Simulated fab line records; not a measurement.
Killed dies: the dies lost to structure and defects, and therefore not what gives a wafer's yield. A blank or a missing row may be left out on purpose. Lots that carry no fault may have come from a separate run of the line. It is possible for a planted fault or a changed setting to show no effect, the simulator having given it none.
A lot that was struck, set against a sound lot || flow n5 finfet || 14 out of 1938 route steps
Sound: wafers L450.4, L450.5, L450.6. Struck: wafers L453.1, L453.4, L453.6. The cause is named last.
For every step that has rows: the tool of each side, followed by ch and its chambers, followed by its first start. Under that, the readings that differ: sound wafers || struck wafers || difference of the means || sigmas: that difference in standard deviations of wafers without a fault.
alike: readings whose means differ by less than 2 such deviations, and words and numbers that are the same on both sides. not compared: withheld readings, readings that some wafer has no value for, bounds like >300 that may hide the same value, and numbers for which the record gives no deviation and whose values overlap.
A row with sigmas, a row that says differs or no value, or rows on one side alone: a step with any of these is where the two part. Numbers that don't overlap but have no deviation are shown without sigmas and don't part them. Lack of a reading on every wafer of one side parts them only where that side has two or more wafers.

N5_BEOL_M13_CMP_49: polishes, stops on SiOC, t overpolish 17.1 s, target thk 420 nm.
  sound on cmp-01 ch 0,1, day 14 06:23; struck on cmp-01 ch 1,2,3, day 15 22:10
  alike: barrier field endpoint s, motor current A, overpolish run s
N5_BEOL_M13_THK_MEAS_50: measures by xrf.
  struck on film metro-01, day 15 22:25; sound on film metro-01, day 14 06:38
  alike: M13_THK
then, 1 step without rows for these wafers: N5_BEOL_M13_PRE_CLEAN_52 (time 15 s).
N5_BEOL_M13_DEP_53: deposits SiCN from 3MS/NH3, target thk 50 nm, time 17.8 s.
  sound on pecvd-03 ch 1,2, day 14 06:44; struck on pecvd-02 ch 0,1,2, day 15 22:29
  alike: chamber pressure Torr, showerhead plenum p Torr, throttle valve pct
N5_BEOL_M13_RS_MEAS_54: a four-point-probe measurement.
  struck on film metro-02, day 15 22:33; sound on film metro-01, day 14 06:48
  alike: M13_RS
N5_BEOL_M13_INSPECT_55: inspects for defects (darkfield).
  struck on defect inspect-01, day 15 22:35; sound on defect inspect-01, day 14 06:49
  alike: raw defect count
N5_BEOL_M14_ILD_DEP_00: deposits SiO2 from TEOS/O2, target thk 1119.3 nm, time 237.4 s.
  sound on pecvd-04 ch 0,1,2, day 14 06:56; struck on pecvd-03 ch 0,2, day 15 22:37
  alike: chamber pressure Torr, heater power w, showerhead plenum p Torr, throttle valve pct
N5_BEOL_M14_THK_MEAS_01:
  struck on film metro-02, day 15 22:49; sound on film metro-02, day 14 07:03
  alike: M14_ILD_THK
then, 4 steps without rows for these wafers: N5_BEOL_M14_COAT_58 (time 60 s, resist thk 89 nm); N5_BEOL_M14_COAT_04 (resist thk 800 nm); N5_BEOL_M14_EBR_06; N5_BEOL_M14_SOFTBAKE_05 (time 60 s).
N5_BEOL_M14_EXPOSE_07: exposes mask V13.
  struck on krf scanner-02, day 15 23:04; sound on krf scanner-01 ch 0, day 14 07:19
  no value came back on the struck wafers for exposure dose mJ cm2, focus offset nm (nm); on the sound wafers exposure dose mJ cm2 reads 56.97 56.88 56.95
  alike: mask
then, 1 step without rows for these wafers: N5_BEOL_M14_PEB_08 (peb time 90 s).

WHERE THEY PART
Only at N5_BEOL_M14_EXPOSE_07, as far as this record shows.

WHY: what had been put in by the simulator
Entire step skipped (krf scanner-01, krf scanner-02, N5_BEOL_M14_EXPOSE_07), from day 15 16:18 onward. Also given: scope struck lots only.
